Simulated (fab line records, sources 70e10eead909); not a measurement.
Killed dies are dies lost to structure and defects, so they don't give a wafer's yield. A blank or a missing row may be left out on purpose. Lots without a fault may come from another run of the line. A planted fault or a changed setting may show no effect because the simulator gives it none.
Chamber matching | flow nand_harc | NHARC_A_CONTACT_ALD_18 on ald_metal-01: 4 sister chambers
The step deposits TiN, target thk 3 nm, pulse time 1 s, ald cycles 150. 22 wafers are shown with their chamber, then 11 later ones without.

WAFERS WITH THEIR CHAMBER
wafer  | chamber | heater_power_w (W) | precursor_pulse_height_rel
L074.3 | 1       | 1053               | 1.026
L074.4 | 0       | 1110               | 1.005
L074.6 | 3       | 1146               | 1.002
L078.1 | 0       | 1095               | 0.996
L078.4 | 3       | 1166               | 1.004
L078.6 | 0       | 1120               | 1.045
L079.2 | 0       | 1082               | 0.995
L079.4 | 3       | 1171               | 1.013
L079.6 | 2       | 920                | 0.998
L082.2 | 1       | 1092               | 0.982
L082.4 | 2       | 926                | 1.053
L082.5 | 2       | 930                | 0.978
L085.3 | 3       | 1212               | 0.959
L085.4 | 2       | 909                | 0.998
L085.6 | 3       | 1192               | 0.985
L087.2 | 0       | 1086               | 0.965
L087.3 | 0       | 1082               | 0.985
L087.6 | 3       | 1180               | 0.988
L090.1 | 2       | 921                | 0.996
L090.5 | 1       | 1098               | 1.066
L090.6 | 3       | 1208               | 1.028
L091.2 | 3       | 1163               | 1.019

SIGNATURES (means of the wafers above)
reading                    | chamber 0 | chamber 1 | chamber 2 | chamber 3 | scatter within a chamber
heater_power_w             | 1095.83   | 1081.00   | 921.20    | 1179.75   | 18.8
precursor_pulse_height_rel | 0.99850   | 1.02467   | 1.00460   | 0.99975   | 0.0275
Rule: a wafer's distance from a chamber is the root of the sum, over the readings, of the square of ((its reading less the chamber's mean) divided by the reading's scatter). The wafer belongs to the nearest chamber; if the next one is less than 2 further off, it can't be placed. The scatter: the root of (the sum of the squares of (reading less its chamber's mean) over the shown wafers, divided by (wafers less chambers)).

WAFERS WITHOUT THEIR CHAMBER
wafer  | heater_power_w (W) | precursor_pulse_height_rel
L091.4 | 1083               | 0.996
L091.6 | 928                | 1.001
L095.3 | 1164               | 0.984
L095.5 | 1207               | 0.996
L095.6 | 1089               | 0.998
L096.4 | 1217               | 0.986
L096.5 | 1100               | 0.976
L096.6 | 981                | 1.016
L097.3 | 994                | 1.021
L097.5 | 1181               | 0.985
L097.6 | 998                | 1.006

WHICH CHAMBER EACH WENT THROUGH
wafer  | from the rows above          | in truth
L091.4 | can't be placed: 0 or 1      | 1
L091.6 | 2                            | 2
L095.3 | 3                            | 3
L095.5 | 3                            | 3
L095.6 | can't be placed: 0 or 1      | 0
L096.4 | 3                            | 3
L096.5 | can't be placed: 0 or 1      | 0
L096.6 | 2                            | 2
L097.3 | can't be placed: 2 or 1 or 0 | 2
L097.5 | 3                            | 3
L097.6 | can't be placed: 2 or 1 or 0 | 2
Placed correctly: 6 of 11. Can't be placed from these rows: 5 (the true chamber is among the candidates in 5). Placed wrongly: 0.
